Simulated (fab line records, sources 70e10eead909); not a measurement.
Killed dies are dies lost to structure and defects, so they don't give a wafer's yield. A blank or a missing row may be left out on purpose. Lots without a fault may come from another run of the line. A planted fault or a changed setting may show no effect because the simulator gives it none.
Which tool did it? | flow nand_harc | 12 lots, 36 wafers sampled, at 1 step of a route of 1302

WHAT THE GAUGES READ, wafer by wafer
NHARC_A_CHANNEL_HOLE_D1_OVL_MEAS_11. Usual: overlay_x_nm 0.1 nm, standard deviation 0.87; overlay_y_nm -0.1 nm, standard deviation 0.95.
lot  | measured     | on         | overlay_x_nm (nm) | overlay_y_nm (nm) | flag
L193 | day 8 11:47  | overlay-02 | 0.9 0.1 1.1       | -0.1 -0.2 -0.1    |
L198 | day 10 11:51 | overlay-01 | 0.0 -0.1 -0.4     | -0.2 -0.1 -0.1    |
L203 | day 12 19:28 | overlay-02 | -0.6 -1.0 -1.0    | -0.9 -0.9 -0.7    |
L204 | day 13 14:58 | overlay-01 | -1.2 -0.8 -1.0    | 0.8 0.7 0.7       |
L207 | day 14 09:41 | overlay-02 | 0.1 -0.6 -0.4     | 1.3 1.5 0.7       |
L208 | day 14 09:59 | overlay-01 | 0.0 0.0 0.1       | -1.7 -1.2 -1.9    |
L209 | day 15 09:13 | overlay-02 | 0.8 1.2 0.4       | 0.1 0.5 0.7       |
L212 | day 16 10:02 | overlay-01 | -0.4 -0.8 0.1     | -1.1 -0.2 -0.7    |
L213 | day 16 21:41 | overlay-01 | 1.7 1.3 1.3       | 0.1 -0.4 0.1      |
L214 | day 17 10:58 | overlay-01 | 1.1 0.4 0.0       | 0.2 -0.5 -0.5     |
L215 | day 17 22:02 | overlay-01 | 1.2 1.8 1.3       | -0.9 -1.3 -0.6    |
L216 | day 17 22:20 | overlay-02 | 0.5 0.7 0.1       | -0.4 -0.1 -0.3    |

WHICH TOOL RAN EACH LOT (tool, then ch and the chambers of the sampled wafers, then the start)
The record holds no process step before these readings.

WHAT THE TOOLS THEMSELVES READ (means of the sampled wafers that have a number; where no wafer has one, the mark that the record gives instead)
The record holds no such reading with a usual standard deviation.

THE ANSWER, worked out from the rows above alone
Rule: a lot is off if the mean of its wafers that have a number lies more than 3 standard deviations from the usual mean. A lot without any number at a reading at which 4 lots or more have one is off too. The other lots that the step has rows for count as sound. The gauges are gone through in route order, then the tools' own readings, and for those a lot's mean is taken as printed above. The first step at which some lot is off is used, and at that step the reading that is off furthest; a lot without a number counts as furthest.
No lot is off at any reading shown: from this, nothing can be told.

WHAT THE SIMULATOR HAD PUT IN
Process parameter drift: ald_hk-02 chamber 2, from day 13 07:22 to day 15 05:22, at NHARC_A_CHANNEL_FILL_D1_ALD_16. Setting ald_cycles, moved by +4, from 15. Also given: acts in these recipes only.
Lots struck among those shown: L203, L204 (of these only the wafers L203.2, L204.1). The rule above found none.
